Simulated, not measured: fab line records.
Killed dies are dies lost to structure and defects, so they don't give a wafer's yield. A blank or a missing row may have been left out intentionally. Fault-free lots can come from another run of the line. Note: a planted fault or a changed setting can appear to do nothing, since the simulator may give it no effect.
Which tool did it? || flow nand_harc || 33 wafers from 11 lots sampled at 4 of the route's 1302 steps

## WHAT THE GAUGES SHOWED, per wafer
NHARC_P_GATE_CD_MEAS_91 targets a cd of 2000 nm.
{"lot": "L383", "measured": "day 5 17:50", "on": "cd_sem-02", "cd_nm (nm)": "1998.6 1995.5 1998.3"}
{"lot": "L384", "measured": "day 6 03:32", "on": "cd_sem-02", "cd_nm (nm)": "2003.5 2001.9 2001.9"}
{"lot": "L388", "measured": "day 7 12:45", "on": "cd_sem-03", "cd_nm (nm)": "1995.6 1999.6 1999.4"}
{"lot": "L387", "measured": "day 7 13:11", "on": "cd_sem-02", "cd_nm (nm)": "2000.5 2003.6 2001.2"}
{"lot": "L389", "measured": "day 8 04:13", "on": "cd_sem-01", "cd_nm (nm)": "1999.5 1998.7 1997.2"}
{"lot": "L395", "measured": "day 10 23:47", "on": "cd_sem-02", "cd_nm (nm)": "1981.2 1981.0 1983.2"}
{"lot": "L397", "measured": "day 11 20:26", "on": "cd_sem-03", "cd_nm (nm)": "1999.7 1998.8 2001.0"}
{"lot": "L398", "measured": "day 11 21:16", "on": "cd_sem-03", "cd_nm (nm)": "1999.6 2000.4 2003.0"}
{"lot": "L404", "measured": "day 14 14:08", "on": "cd_sem-02", "cd_nm (nm)": "1998.8 1998.7 1998.6"}
{"lot": "L405", "measured": "day 14 18:52", "on": "cd_sem-01", "cd_nm (nm)": "1998.3 1998.5 2000.3"}
{"lot": "L406", "measured": "day 15 13:11", "on": "cd_sem-02", "cd_nm (nm)": "2001.3 1999.3 1999.9"}

## WHAT TOOL EACH LOT RAN ON (gives the tool, then ch and the chambers of the sampled wafers, and finally the start)
{"lot": "L383", "NHARC_P_GATE_DESCUM_48": "rie_diel-01 ch 0,3, day 5 14:30", "NHARC_P_GATE_DESCUM_61": "rie_diel-04 ch 1,2,3, day 5 16:17", "NHARC_P_GATE_EXPOSE_88": "krf_scanner-03 ch 0, day 5 17:41"}
{"lot": "L384", "NHARC_P_GATE_DESCUM_48": "rie_diel-04 ch 0,2,3, day 6 00:20", "NHARC_P_GATE_DESCUM_61": "rie_diel-01 ch 1,2, day 6 02:08", "NHARC_P_GATE_EXPOSE_88": "krf_scanner-03 ch 0, day 6 03:23"}
{"lot": "L388", "NHARC_P_GATE_DESCUM_48": "rie_diel-01 ch 0,2, day 7 09:42", "NHARC_P_GATE_DESCUM_61": "rie_diel-08 ch 1,3, day 7 11:20", "NHARC_P_GATE_EXPOSE_88": "krf_scanner-03 ch 0, day 7 12:36"}
{"lot": "L387", "NHARC_P_GATE_DESCUM_48": "rie_diel-04 ch 1,2,3, day 7 09:54", "NHARC_P_GATE_DESCUM_61": "rie_diel-08 ch 0,1,3, day 7 11:41", "NHARC_P_GATE_EXPOSE_88": "krf_scanner-01 ch 0, day 7 13:02"}
{"lot": "L389", "NHARC_P_GATE_DESCUM_48": "rie_diel-04 ch 0,1,3, day 8 00:56", "NHARC_P_GATE_DESCUM_61": "rie_diel-01 ch 0,2,3, day 8 02:41", "NHARC_P_GATE_EXPOSE_88": "krf_scanner-03 ch 0, day 8 04:03"}
{"lot": "L395", "NHARC_P_GATE_DESCUM_48": "rie_diel-04 ch 0,3, day 10 20:29", "NHARC_P_GATE_DESCUM_61": "rie_diel-08 ch 0,1,2, day 10 22:15", "NHARC_P_GATE_EXPOSE_88": "krf_scanner-01 ch 0, day 10 23:38"}
{"lot": "L397", "NHARC_P_GATE_DESCUM_48": "rie_diel-01 ch 1,2, day 11 17:15", "NHARC_P_GATE_DESCUM_61": "rie_diel-04 ch 1,2, day 11 18:52", "NHARC_P_GATE_EXPOSE_88": "krf_scanner-01 ch 0, day 11 20:16"}
{"lot": "L398", "NHARC_P_GATE_DESCUM_48": "rie_diel-04 ch 0,2,3, day 11 17:58", "NHARC_P_GATE_DESCUM_61": "rie_diel-08 ch 1,2,3, day 11 19:43", "NHARC_P_GATE_EXPOSE_88": "krf_scanner-04 ch 0, day 11 21:07"}
{"lot": "L404", "NHARC_P_GATE_DESCUM_48": "rie_diel-08 ch 0,1,2, day 14 10:50", "NHARC_P_GATE_DESCUM_61": "rie_diel-08 ch 0,2, day 14 12:35", "NHARC_P_GATE_EXPOSE_88": "krf_scanner-03 ch 0, day 14 13:59"}
{"lot": "L405", "NHARC_P_GATE_DESCUM_48": "rie_diel-08 ch 0,2,3, day 14 15:41", "NHARC_P_GATE_DESCUM_61": "rie_diel-08 ch 0,2,3, day 14 17:20", "NHARC_P_GATE_EXPOSE_88": "krf_scanner-04 ch 0, day 14 18:43"}
{"lot": "L406", "NHARC_P_GATE_DESCUM_48": "rie_diel-08 ch 0,3, day 15 09:49", "NHARC_P_GATE_DESCUM_61": "rie_diel-04 ch 1,2,3, day 15 11:40", "NHARC_P_GATE_EXPOSE_88": "krf_scanner-01 ch 0, day 15 13:02"}
- NHARC_P_GATE_DESCUM_48: chemistry O2, time 3 s.
- NHARC_P_GATE_DESCUM_61: chemistry O2, time 3 s.
- NHARC_P_GATE_EXPOSE_88: exposes mask P HVN, target cd 2000 nm.

## WHAT THE TOOLS THEMSELVES READ (means of the sampled wafers that have a number; where no wafer has one, the mark that the record gives instead)
NHARC_P_GATE_DESCUM_48.
{"lot": "L383", "tool": "rie_diel-01", "drypump_motor_current_A (A)": 5.8, "oes_product_au (a.u.)": 0.994, "rf_vpp_V (V)": 57.3, "showerhead_plenum_p_Torr (Torr)": 1.87, "throttle_valve_pct (%)": 11.313}
{"lot": "L384", "tool": "rie_diel-04", "drypump_motor_current_A (A)": 6.2, "oes_product_au (a.u.)": 0.997, "rf_vpp_V (V)": 56.3, "showerhead_plenum_p_Torr (Torr)": 1.92, "throttle_valve_pct (%)": 11.314}
{"lot": "L388", "tool": "rie_diel-01", "drypump_motor_current_A (A)": 6.2, "oes_product_au (a.u.)": 0.983, "rf_vpp_V (V)": 58.0, "showerhead_plenum_p_Torr (Torr)": 1.84, "throttle_valve_pct (%)": 11.317}
{"lot": "L387", "tool": "rie_diel-04", "drypump_motor_current_A (A)": 6.3, "oes_product_au (a.u.)": 0.996, "rf_vpp_V (V)": 57.2, "showerhead_plenum_p_Torr (Torr)": 1.89, "throttle_valve_pct (%)": 11.317}
{"lot": "L389", "tool": "rie_diel-04", "drypump_motor_current_A (A)": 6.2, "oes_product_au (a.u.)": 0.996, "rf_vpp_V (V)": 58.0, "showerhead_plenum_p_Torr (Torr)": 1.93, "throttle_valve_pct (%)": 11.309}
{"lot": "L395", "tool": "rie_diel-04", "drypump_motor_current_A (A)": 5.8, "oes_product_au (a.u.)": 0.989, "rf_vpp_V (V)": 58.3, "showerhead_plenum_p_Torr (Torr)": 1.93, "throttle_valve_pct (%)": 11.307}
{"lot": "L397", "tool": "rie_diel-01", "drypump_motor_current_A (A)": 6.3, "oes_product_au (a.u.)": 0.988, "rf_vpp_V (V)": 57.9, "showerhead_plenum_p_Torr (Torr)": 1.95, "throttle_valve_pct (%)": 11.307}
{"lot": "L398", "tool": "rie_diel-04", "drypump_motor_current_A (A)": 6.2, "oes_product_au (a.u.)": 0.991, "rf_vpp_V (V)": 57.1, "showerhead_plenum_p_Torr (Torr)": 1.92, "throttle_valve_pct (%)": 11.308}
{"lot": "L404", "tool": "rie_diel-08", "drypump_motor_current_A (A)": 5.8, "oes_product_au (a.u.)": 0.992, "rf_vpp_V (V)": 57.6, "showerhead_plenum_p_Torr (Torr)": 1.94, "throttle_valve_pct (%)": 11.308}
{"lot": "L405", "tool": "rie_diel-08", "drypump_motor_current_A (A)": 6.2, "oes_product_au (a.u.)": 1.010, "rf_vpp_V (V)": 57.9, "showerhead_plenum_p_Torr (Torr)": 1.92, "throttle_valve_pct (%)": 11.322}
{"lot": "L406", "tool": "rie_diel-08", "drypump_motor_current_A (A)": 6.5, "oes_product_au (a.u.)": 1.013, "rf_vpp_V (V)": 57.8, "showerhead_plenum_p_Torr (Torr)": 1.86, "throttle_valve_pct (%)": 11.310}

NHARC_P_GATE_DESCUM_61.
{"lot": "L383", "tool": "rie_diel-04", "drypump_motor_current_A (A)": 6.3, "oes_product_au (a.u.)": 1.003, "rf_vpp_V (V)": 57.5, "showerhead_plenum_p_Torr (Torr)": 1.89, "throttle_valve_pct (%)": 11.307}
{"lot": "L384", "tool": "rie_diel-01", "drypump_motor_current_A (A)": 5.9, "oes_product_au (a.u.)": 0.995, "rf_vpp_V (V)": 59.2, "showerhead_plenum_p_Torr (Torr)": 2.00, "throttle_valve_pct (%)": 11.310}
{"lot": "L388", "tool": "rie_diel-08", "drypump_motor_current_A (A)": 6.2, "oes_product_au (a.u.)": 1.004, "rf_vpp_V (V)": 57.6, "showerhead_plenum_p_Torr (Torr)": 1.88, "throttle_valve_pct (%)": 11.301}
{"lot": "L387", "tool": "rie_diel-08", "drypump_motor_current_A (A)": 6.1, "oes_product_au (a.u.)": 0.991, "rf_vpp_V (V)": 58.3, "showerhead_plenum_p_Torr (Torr)": 1.88, "throttle_valve_pct (%)": 11.310}
{"lot": "L389", "tool": "rie_diel-01", "drypump_motor_current_A (A)": 6.1, "oes_product_au (a.u.)": 0.996, "rf_vpp_V (V)": 57.3, "showerhead_plenum_p_Torr (Torr)": 1.90, "throttle_valve_pct (%)": 11.312}
{"lot": "L395", "tool": "rie_diel-08", "drypump_motor_current_A (A)": 5.8, "oes_product_au (a.u.)": 0.993, "rf_vpp_V (V)": 57.9, "showerhead_plenum_p_Torr (Torr)": 1.94, "throttle_valve_pct (%)": 11.309}
{"lot": "L397", "tool": "rie_diel-04", "drypump_motor_current_A (A)": 6.8, "oes_product_au (a.u.)": 1.012, "rf_vpp_V (V)": 57.9, "showerhead_plenum_p_Torr (Torr)": 1.89, "throttle_valve_pct (%)": 11.306}
{"lot": "L398", "tool": "rie_diel-08", "drypump_motor_current_A (A)": 5.9, "oes_product_au (a.u.)": 0.994, "rf_vpp_V (V)": 58.6, "showerhead_plenum_p_Torr (Torr)": 1.94, "throttle_valve_pct (%)": 11.309}
{"lot": "L404", "tool": "rie_diel-08", "drypump_motor_current_A (A)": 6.1, "oes_product_au (a.u.)": 0.997, "rf_vpp_V (V)": 58.1, "showerhead_plenum_p_Torr (Torr)": 1.93, "throttle_valve_pct (%)": 11.313}
{"lot": "L405", "tool": "rie_diel-08", "drypump_motor_current_A (A)": 6.2, "oes_product_au (a.u.)": 1.008, "rf_vpp_V (V)": 57.9, "showerhead_plenum_p_Torr (Torr)": 1.92, "throttle_valve_pct (%)": 11.317}
{"lot": "L406", "tool": "rie_diel-04", "drypump_motor_current_A (A)": 6.3, "oes_product_au (a.u.)": 0.996, "rf_vpp_V (V)": 58.0, "showerhead_plenum_p_Torr (Torr)": 1.89, "throttle_valve_pct (%)": 11.315}

## THE ANSWER, worked out from the rows above alone
Rule: the usual values come from the lots themselves. Put in order of their means at a reading, lots are off if they are a third of the lots or fewer, leave a main group of 4 or more, and stand apart from it by a gap of 3 or more times the standard deviation of the main group's means; of several such gaps the widest counts. A main group is skipped when, at the precision printed for the reading in the tables above, its means are all equal. A lot without any number at a reading at which 4 lots or more have one is off too. The other lots that the step has rows for count as sound. The gauges are gone through in route order, then the tools' own readings, and for those a lot's mean is taken as printed above. At the first step where some lot is off, the reading lying furthest off is the one used; lots without a number count as furthest.
Off at NHARC_P_GATE_CD_MEAS_91 (cd_nm): L395. Mean 1999.7 nm and standard deviation 1.5 in the main group.
If a tool, at a process step before that reading, ran all the lots that are off and no sound lot after the first of them, it fits. The gauges at NHARC_P_GATE_CD_MEAS_91 aren't tried: what is off there is off at NHARC_P_GATE_DESCUM_48 too, on other tools, and a gauge's error can't cause that. Not one of the candidates tried fits.

## WHAT THE SIMULATOR HAD INSERTED
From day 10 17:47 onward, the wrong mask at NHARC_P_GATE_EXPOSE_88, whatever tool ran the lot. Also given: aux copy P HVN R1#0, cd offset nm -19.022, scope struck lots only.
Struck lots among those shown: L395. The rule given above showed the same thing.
